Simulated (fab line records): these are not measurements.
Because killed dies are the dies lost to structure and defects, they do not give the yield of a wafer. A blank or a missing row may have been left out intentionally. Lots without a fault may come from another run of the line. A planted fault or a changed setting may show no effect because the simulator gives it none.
Comparing a struck lot with a sound one	flow n5 finfet	38 steps out of a route of 1938
Sound: the wafers L228.1, L228.2, L228.3. Struck: wafer L233.2. (L233.3, L233.4 of the same lot were not struck and are left out.) The cause comes at the end.
For every step that has rows: the tool of each side, followed by ch and its chambers, followed by its first start. Under that, the readings that differ: sound wafers	struck wafers	difference of the means	sigmas: that difference in standard deviations of wafers without a fault.
alike: readings whose means differ by less than 2 such deviations, and words and numbers that are the same on both sides. not compared: withheld readings, readings that some wafer has no value for, bounds like >300 that may hide the same value, and numbers for which the record gives no deviation and whose values overlap.
Wherever a step has rows on one side only, a row that says differs or no value, or a row with sigmas, the two part there. Numbers that don't overlap but have no deviation are shown without sigmas and don't part them. Lack of a reading on every wafer of one side parts them only where that side has two or more wafers.

first, 11 steps without rows for these wafers: N5_MOL_CONTACT_COAG_ETCH_106 (etches SOC in N2/H2, target depth 80 nm, overetch 16 nm, time 120 s); N5_MOL_CONTACT_COAG_STRIP_107 (strips in N2/H2); N5_MOL_CONTACT_COAG_STRIP_108 (strips in N2/H2); N5_MOL_CONTACT_COAG_CONTACT_ETCH_14 (etches SiO2 in C4F6/O2, target depth 27.5 nm, overetch 8.5 nm, time 20 s); N5_MOL_CONTACT_COAG_STRIP_109 (strips in C4F6/O2); N5_MOL_CONTACT_COAG_ETCH_15 (etches SiNx in CH3F/O2, stops on Si:P, target depth 7 nm); N5_MOL_CONTACT_COAG_ETCH_110 (etches Si in CF4/O2, target depth 2.5 nm, time 8 s); N5_MOL_CONTACT_COAG_STRIP_98 (strips in N2/H2); N5_MOL_CONTACT_COAG_IMPLANT_129; N5_MOL_CONTACT_COAG_PRECLEAN_111 (cleans in NF3:NH3, afs cycles 1, time 20 s, sublimation time 60 s); N5_MOL_CONTACT_COAG_TI_SIL_19 (material Ti, target thk 4.2 nm, time 15 s).
N5_MOL_CONTACT_COAG_ALD_20: deposits TiN, target thk 1.5 nm, pulse time 1 s, purge time 3 s.
  sound on ald metal-03 ch 1,2,3, day 7 06:28; struck on ald metal-01 ch 0, day 8 14:28
reading	sound	struck	difference	sigmas
precursor pulse height rel	0.997 1.018 1.003	0.950	-0.056	-3
  alike: chamber pressure Torr, heater power w, susceptor temp C
then, 25 steps without rows for these wafers: N5_MOL_CONTACT_COAG_SIL_ANNEAL_21 (time 60 s); N5_MOL_CONTACT_COAG_PRE_CLEAN_141 (time 60 s); N5_MOL_CONTACT_COAG_SPUTTER_143 (material Co, target thk 2.5 nm); N5_MOL_CONTACT_COAG_CO_FILL_22 (material Co, precursor CCTBA/H2, target thk 20 nm); N5_MOL_CONTACT_COAG_ANNEAL_113 (time 300 s); N5_MOL_CONTACT_COAG_PRE_CLEAN_142 (time 60 s); N5_MOL_CONTACT_COAG_SPUTTER_130 (material Co, target thk 47.5 nm); N5_MOL_CONTACT_COAG_PRECLEAN_125 (cleans in DIW, time 57.5 s); N5_MOL_CONTACT_COAG_SRD_126 (dry time 32 s); N5_MOL_CONTACT_COAG_CMP_23 (polishes, stops on SiO2, t overpolish 1.5 s, target thk 0 nm); N5_MOL_CONTACT_COAG_WET_ETCH_26 (target Co, target depth 13 nm); N5_MOL_CONTACT_COAG_WET_ETCH_116 (etches the open film in SC1-inhibited, target depth 4.6 nm, rinse time 30 s); N5_MOL_CONTACT_COAG_ALD_27 (deposits SiOC, target thk 17 nm, pulse time 1.5 s, time 2720 s); N5_MOL_CONTACT_COAG_CMP_28 (polishes, stops on SiNx, t overpolish 0.85 s, target thk 14.522 nm); N5_MOL_CONTACT_COAG_ALD_123 (deposits SiNx, target thk 5 nm, pulse time 1 s, purge time 2 s); N5_MOL_CONTACT_COAG_PECVD_31 (deposits SiO2 from TEOS/O2, target thk 46 nm, time 8.9 s); N5_MOL_CONTACT_COAG_COAT_75 (time 60 s, resist thk 60 nm); N5_MOL_CONTACT_COAG_COAT_76 (time 60 s, resist thk 10 nm); N5_MOL_CONTACT_COAG_COAT_77 (time 60 s, resist thk 10 nm); N5_MOL_CONTACT_COAG_COAT_78 (resist thk 40 nm); N5_MOL_CONTACT_COAG_EBR_80; N5_MOL_CONTACT_COAG_SOFTBAKE_79 (time 60 s); N5_MOL_CONTACT_COAG_EXPOSE_81 (exposes mask VG, defocus 0 nm); N5_MOL_CONTACT_COAG_PEB_82 (peb time 60 s); N5_MOL_CONTACT_COAG_DEVELOP_83 (develop time 30 s).
-- record jumps: 7 days separate the struck wafers' starts on either side; left off in module MOL_CONTACT_COAG, taken up again in module PASSIVATION, whose first shown step is the route's number 1936 --
N5_PASSIVATION_PROBE_49:
  record: rows for the struck wafers here (prober-01, day 16 02:22), none for the sound ones

WHERE THEY PART
At N5_MOL_CONTACT_COAG_ALD_20 first; at N5_PASSIVATION_PROBE_49 last (within this record only).

WHY: whatever the simulator had introduced
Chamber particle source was ald metal-01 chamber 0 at N5_MOL_CONTACT_COAG_ALD_20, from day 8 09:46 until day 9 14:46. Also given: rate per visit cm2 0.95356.
